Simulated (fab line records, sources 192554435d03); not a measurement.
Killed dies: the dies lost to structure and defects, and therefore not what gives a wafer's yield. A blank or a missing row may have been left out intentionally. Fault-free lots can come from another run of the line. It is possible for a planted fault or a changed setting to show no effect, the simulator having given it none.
A struck lot beside a sound one -- flow n5 finfet -- 15 steps out of a route of 1938
Sound: the wafers L978.2, L978.4, L978.6. Struck: wafer L983.4 (left out: L983.5, a lot-mate that was not struck); the cause follows at the end.
Per side, at each step with rows, come the tool, then ch with its chambers, and then its first start. Under that, the readings that differ: sound wafers -- struck wafers -- difference of the means -- sigmas: that difference in standard deviations of wafers without a fault.
alike: readings whose means differ by less than 2 such deviations, and words and numbers that are the same on both sides. not compared: withheld readings, readings that some wafer has no value for, bounds like >300 that may hide the same value, and numbers for which the record gives no deviation and whose values overlap.
Wherever a step has rows on one side only, a row that says differs or no value, or a row with sigmas, the two part there. Numbers that have no deviation but don't overlap get no sigmas and don't part them. A reading missing from all wafers of one side parts the sides only when that side holds two or more wafers.

N5_PASSIVATION_CD_MEAS_10: target cd 3000 nm.
  sound on cd sem-02 ch 0, day 12 17:49; struck on cd sem-03 ch 0, day 14 18:26
  alike: cd nm
N5_PASSIVATION_OVL_MEAS_60:
  sound on overlay-01 ch 0, day 12 17:51; struck on overlay-01 ch 0, day 14 18:28
  alike: TV_OVL
N5_PASSIVATION_INSPECT_61: inspects for defects (macro).
  sound: defect inspect-01 at day 12 17:52; struck: defect inspect-01 at day 14 18:29
  alike: raw defect count
then, 1 step without rows for these wafers: N5_PASSIVATION_DESCUM_12 (chemistry O2, time 7.9 s).
N5_PASSIVATION_PASS_ETCH_74: etches SiNx in CF4/O2, target depth 220 nm, time 110 s.
  sound on rie diel-03 ch 0,2,3, day 12 21:35; struck on rie diel-03 ch 3, day 14 19:03
  alike: drypump motor current A, oes product au, rf vpp V, showerhead plenum p Torr, throttle valve pct
  not compared: rf hours counter h
then, 2 steps without rows for these wafers: N5_PASSIVATION_VIA_ETCH_13 (etches SiO2 in CHF3/O2, target depth 660 nm, time 330 s); N5_PASSIVATION_STRIP_14 (strips in O2).
N5_PASSIVATION_ETCH_15: etches SiCN in CF4/N2, target depth 75 nm, time 81.2 s.
  sound: rie diel-03 ch 0,2,3; struck: rie diel-03 ch 3
  alike: drypump motor current A, oes product au, rf vpp V, showerhead plenum p Torr, throttle valve pct
  not compared: rf hours counter h
then, 2 steps without rows for these wafers: N5_PASSIVATION_STRIP_73 (strips in post etch residue remover, time 60 s); N5_PASSIVATION_SRD_17 (time 30 s, dry time 30 s).
N5_PASSIVATION_DEGAS_18: time 60 s.
  sound: pvd sputter-01 at day 13 02:06; struck: pvd sputter-03 at day 14 19:59
  alike: heater power w
N5_PASSIVATION_PRE_CLEAN_19:
  sound: pvd sputter-01 at day 13 02:08; struck: pvd sputter-03 at day 14 20:01
  alike: heater power w
N5_PASSIVATION_SPUTTER_20: material TaN, target thk 50 nm.
  sound: pvd sputter-01 at day 13 02:11; struck: pvd sputter-03 at day 14 20:04
reading,sound,struck,difference,sigmas
model.TaN_of_PASSIVATION_SPUTTER_20.thk nm (nm),51 50.6 50.2,35.4,-15.2,
  alike: throttle valve pct
N5_PASSIVATION_AL_DEP_21: deposits Al, target thk 2800 nm, time 170 s.
  sound: pvd sputter-01 at day 13 02:17; struck: pvd sputter-03 at day 14 20:10
  alike: throttle valve pct
N5_PASSIVATION_PROBE_49:
  rows exist in the record for the sound wafers here (prober-02, day 13 08:02), none for the struck ones

## WHERE THEY PART
N5_PASSIVATION_PROBE_49 only, going by this record.

WHY: whatever the simulator had introduced
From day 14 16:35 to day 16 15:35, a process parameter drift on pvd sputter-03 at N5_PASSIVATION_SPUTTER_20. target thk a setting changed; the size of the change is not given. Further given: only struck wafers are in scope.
